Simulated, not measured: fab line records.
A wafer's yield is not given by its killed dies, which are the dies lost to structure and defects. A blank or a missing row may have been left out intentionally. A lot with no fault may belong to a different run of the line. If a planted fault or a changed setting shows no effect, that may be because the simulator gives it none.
Split-lot trial -- flow n5_finfet -- 21 wafers read across 7 lots, on a route 1938 steps long

THE SPLIT ITSELF
At N5_BEOL_M3_TRENCH_ETCH_37 (etches SiOC in C4F6/O2, target depth 55.555 nm, time 29.2 s), the setting time_s was moved away from the recipe's 29.2 s on 9 of the 21 wafers read, by -15.7% to +21.0%. This setting was run at the recipe's value on the other wafers.

FROM THE SPLIT TO THE READING: what the file shows between them, 2 steps
- N5_BEOL_M3_ETCH_41: etches SiCN in CH3F/O2, target depth 29.9 nm, time 52.5 s
- N5_BEOL_M3_STRIP_97: strips in N2/H2, time 10 s

THE READING
trench_depth_nm, in nm, at N5_BEOL_M3_OCD_MEAS_38. Fault-free wafers of this fab line usually give 55.2 nm, standard deviation 1.2 nm.

wafer,"tool, chamber at the split","time_s as run, s",against the recipe,"trench_depth_nm, nm",against lot-mates on the recipe
L075.2,"rie_diel-02, 2",34.98,+19.8%,66.0,+12.5
L075.4,"rie_diel-02, 1",29.2,recipe,53.5,-
L075.6,"rie_diel-02, 2",34.98,+19.8%,66.4,+12.9
L078.2,"rie_diel-06, 3",29.2,recipe,55.1,-
L078.4,"rie_diel-06, 0",33.36,+14.2%,63.2,+7.7
L078.6,"rie_diel-06, 1",29.2,recipe,56.0,-
L080.3,"rie_diel-06, 2",29.2,recipe,54.6,-
L080.4,"rie_diel-06, 1",29.2,recipe,56.7,-
L080.6,"rie_diel-06, 2",29.2,recipe,54.6,-
L076.3,"rie_diel-06, 0",35.34,+21.0%,65.8,no lot-mate on the recipe
L076.4,"rie_diel-06, 3",35.34,+21.0%,66.3,no lot-mate on the recipe
L076.6,"rie_diel-06, 1",35.34,+21.0%,68.0,no lot-mate on the recipe
L090.2,"rie_diel-04, 1",29.2,recipe,56.7,-
L090.3,"rie_diel-04, 2",29.2,recipe,53.9,-
L090.6,"rie_diel-04, 2",26.45,-9.4%,47.9,-7.4
L088.2,"rie_diel-04, 0",24.61,-15.7%,46.5,-10.3
L088.5,"rie_diel-04, 1",29.2,recipe,56.8,-
L088.6,"rie_diel-04, 2",24.61,-15.7%,45.0,-11.8
L091.2,"rie_diel-06, 1",29.2,recipe,56.6,-
L091.3,"rie_diel-06, 0",29.2,recipe,53.3,-
L091.5,"rie_diel-06, 0",29.2,recipe,54.2,-

FIT RESULTS
A straight line over all 21 wafers: trench_depth_nm changes by +0.574 nm for each +1% of time_s; r = +0.98; the points scatter about the line by 1.2 nm.
The same after taking each lot's own level away (the mean of its wafers on the recipe; 18 wafers): +0.658 nm for each +1%; r = +0.99; scatter 1.1 nm.
According to that fit, moving time_s by its largest amount changes the reading by 14 nm.
Across the lots, their own levels run from 53.50 to 56.80 nm, a range of 2.7 times the standard deviation given above.
Hence the slope depends on the lot-to-lot level, as the two fits are not the same.
Check: with one of the wafers moved furthest among these (+19.8%) left out of the fit, the line predicts +12.8 nm for it against its lot-mates. It came out at +12.5 nm against them.

THE WHOLE CHAIN: every reading that the file lists as answering this split, in the file's order
step,what it does,reading,change (the file's fit),r (the file's)
N5_BEOL_M3_TRENCH_ETCH_37,"etches SiOC in C4F6/O2, target depth 55.555 nm, time 29.2 s","BEOL_M3.feature_depth_nm (the simulator's own value, which no gauge read)",+0.634 nm for each +1% of the setting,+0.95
N5_BEOL_M3_TRENCH_ETCH_37,"etches SiOC in C4F6/O2, target depth 55.555 nm, time 29.2 s","etch.depth_nm (the simulator's own value, which no gauge read)",+0.636 nm for each +1% of the setting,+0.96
N5_BEOL_M3_OCD_MEAS_38,,trench_depth_nm,+0.649 nm for each +1% of the setting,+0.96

FILE'S OWN FIT
trench_depth_nm changes by +0.649 nm for each +1% of time_s, r = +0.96.
